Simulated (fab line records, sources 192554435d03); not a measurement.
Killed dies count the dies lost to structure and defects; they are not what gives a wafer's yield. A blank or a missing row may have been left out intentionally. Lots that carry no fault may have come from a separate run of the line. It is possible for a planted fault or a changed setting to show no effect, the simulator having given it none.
Matching of chambers	flow n5 finfet	rie diel-02 running N5_PASSIVATION_DESCUM_32: 4 sister chambers
The step chemistry O2, time 7.9 s. 4 wafers are shown with their chamber, then 7 later ones without.

WAFERS PAIRED WITH THEIR CHAMBERS
wafer	chamber	showerhead plenum p Torr (Torr)
L511.1	1	2.20
L514.1	2	2.16
L517.4	0	2.07
L517.5	3	2.04

WAFERS MISSING THEIR CHAMBER
wafer	showerhead plenum p Torr (Torr)
L517.6	2.15
L518.2	2.07
L518.4	2.19
L518.5	2.15
L527.1	2.19
L527.4	2.15
L527.6	2.19

WHICH CHAMBER EACH WENT THROUGH
wafer	from the rows above	in truth
L517.6	2	2
L518.2	0	0
L518.4	1	1
L518.5	2	2
L527.1	1	1
L527.4	2	2
L527.6	1	1
7 of 7 placed correctly. Number that these rows cannot place: 0. 0 placed wrongly.
How it was worked out, from the rows above alone: a wafer's distance from a chamber is the root of the sum, over the readings, of the square of ((its reading less the chamber's mean) divided by the reading's scatter). The wafer belongs to the nearest chamber; if the next one is less than 2 further off, it can't be placed. Each chamber's mean is taken over the wafers shown for it. The scatter: root of mean squared gap, hidden wafer to nearest shown wafer, with one shown wafer a chamber.
